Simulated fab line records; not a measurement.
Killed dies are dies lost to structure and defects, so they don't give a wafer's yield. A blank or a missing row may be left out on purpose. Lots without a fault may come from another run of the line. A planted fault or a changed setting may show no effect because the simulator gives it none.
Chamber matching -- flow nand harc -- 3 sister chambers for NHARC_P_GATE_DEP_103 on pecvd-03
The step deposits SiON, target thk 30 nm. 6 wafers are shown with their chamber, then 8 later ones without.

== EACH WAFER AND ITS CHAMBER ==
wafer,chamber,heater power w (W)
L082.5,1,802
L088.3,1,731
L089.3,0,553
L089.4,0,560
L089.5,2,793
L094.1,2,706

== WAFERS MISSING THEIR CHAMBER ==
wafer,heater power w (W)
L094.4,796
L094.5,627
L097.1,627
L097.4,761
L097.5,791
L097.2,748
L097.3,804
L097.6,610

== CHAMBER TAKEN BY EACH ==
wafer,from the rows above,in truth
L094.4,can't be placed: 1 or 2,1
L094.5,can't be placed: 0 or 2 or 1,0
L097.1,can't be placed: 0 or 2 or 1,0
L097.4,can't be placed: 1 or 2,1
L097.5,can't be placed: 1 or 2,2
L097.2,can't be placed: 2 or 1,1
L097.3,can't be placed: 1 or 2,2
L097.6,can't be placed: 0 or 2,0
Correctly placed: 0 of 8. Unplaceable from these rows: 8, with the true chamber sitting among the candidates in 8. Placed wrongly: 0.
How it was worked out, from the rows above alone: a wafer's distance from a chamber is the root of the sum, over the readings, of the square of ((its reading less the chamber's mean) divided by the reading's scatter). The wafer belongs to the nearest chamber; if the next one is less than 2 further off, it can't be placed. For every chamber, the mean is computed from those of its wafers that are shown. The scatter: take each reading less its chamber's mean, square it, sum over the shown wafers, divide by the number of wafers less the number of chambers, and take the root.
